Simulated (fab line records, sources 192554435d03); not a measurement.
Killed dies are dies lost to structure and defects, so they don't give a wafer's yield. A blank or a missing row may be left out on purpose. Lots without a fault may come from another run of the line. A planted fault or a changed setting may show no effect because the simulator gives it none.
Chamber matching | flow n5_finfet | N5_DUMMY_GATE_ETCH_29 on rie_diel-04: 4 sister chambers
The step etches underlayer in N2/H2, target depth 13 nm. 4 wafers are shown with their chamber, then 9 later ones without.

WAFERS WITH THEIR CHAMBER
wafer  | chamber | showerhead_plenum_p_Torr (Torr)
L085.3 | 3       | 2.70
L087.1 | 0       | 2.42
L087.3 | 1       | 2.63
L087.6 | 2       | 2.54

WAFERS WITHOUT THEIR CHAMBER
wafer  | showerhead_plenum_p_Torr (Torr)
L090.1 | 2.62
L090.3 | 2.70
L090.5 | 2.41
L091.3 | 2.62
L091.5 | 2.41
L091.6 | 2.62
L096.1 | 2.70
L096.2 | 2.53
L096.5 | 2.70

WHICH CHAMBER EACH WENT THROUGH
wafer  | from the rows above | in truth
L090.1 | 1                   | 1
L090.3 | 3                   | 3
L090.5 | 0                   | 0
L091.3 | 1                   | 1
L091.5 | 0                   | 0
L091.6 | 1                   | 1
L096.1 | 3                   | 3
L096.2 | 2                   | 2
L096.5 | 3                   | 3
Placed correctly: 9 of 9. Can't be placed from these rows: 0. Placed wrongly: 0.
How it was worked out, from the rows above alone: a wafer's distance from a chamber is the root of the sum, over the readings, of the square of ((its reading less the chamber's mean) divided by the reading's scatter). The wafer belongs to the nearest chamber; if the next one is less than 2 further off, it can't be placed. A chamber's mean is the mean of its shown wafers. The scatter: with one shown wafer a chamber, the root of the mean of the squares of how far each hidden wafer lies from its nearest shown one.
